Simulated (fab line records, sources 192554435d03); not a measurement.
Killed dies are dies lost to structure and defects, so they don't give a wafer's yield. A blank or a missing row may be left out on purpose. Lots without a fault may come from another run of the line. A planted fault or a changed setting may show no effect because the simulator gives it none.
Chamber matching | flow n5_finfet | N5_HKMG_FIN_ALD_36 on ald_metal-04: 4 sister chambers
The step deposits TiN, target thk 1 nm, pulse time 1 s, purge time 3 s. 7 wafers are shown with their chamber, then 7 later ones without.

WAFERS WITH THEIR CHAMBER
wafer  | chamber | heater_power_w (W) | precursor_pulse_height_rel
L083.5 | 0       | 969                | 1.018
L083.6 | 1       | 1030               | 1.042
L084.1 | 0       | 945                | 1.025
L084.3 | 3       | 808                | 0.972
L084.4 | 1       | 1046               | 0.980
L085.1 | 2       | 884                | 0.997
L085.2 | 3       | 780                | 0.984

WAFERS WITHOUT THEIR CHAMBER
wafer  | heater_power_w (W) | precursor_pulse_height_rel
L085.5 | 1044               | 1.007
L089.1 | 1044               | 0.996
L089.2 | 791                | 0.988
L089.6 | 892                | 0.999
L097.1 | 945                | 1.025
L097.4 | 796                | 1.020
L097.6 | 882                | 0.987

WHICH CHAMBER EACH WENT THROUGH
wafer  | from the rows above | in truth
L085.5 | 1                   | 1
L089.1 | 1                   | 1
L089.2 | 3                   | 3
L089.6 | 2                   | 2
L097.1 | 0                   | 0
L097.4 | 3                   | 3
L097.6 | 2                   | 2
Placed correctly: 7 of 7. Can't be placed from these rows: 0. Placed wrongly: 0.
How it was worked out, from the rows above alone: a wafer's distance from a chamber is the root of the sum, over the readings, of the square of ((its reading less the chamber's mean) divided by the reading's scatter). The wafer belongs to the nearest chamber; if the next one is less than 2 further off, it can't be placed. A chamber's mean is the mean of its shown wafers. The scatter: the root of (the sum of the squares of (reading less its chamber's mean) over the shown wafers, divided by (wafers less chambers)).
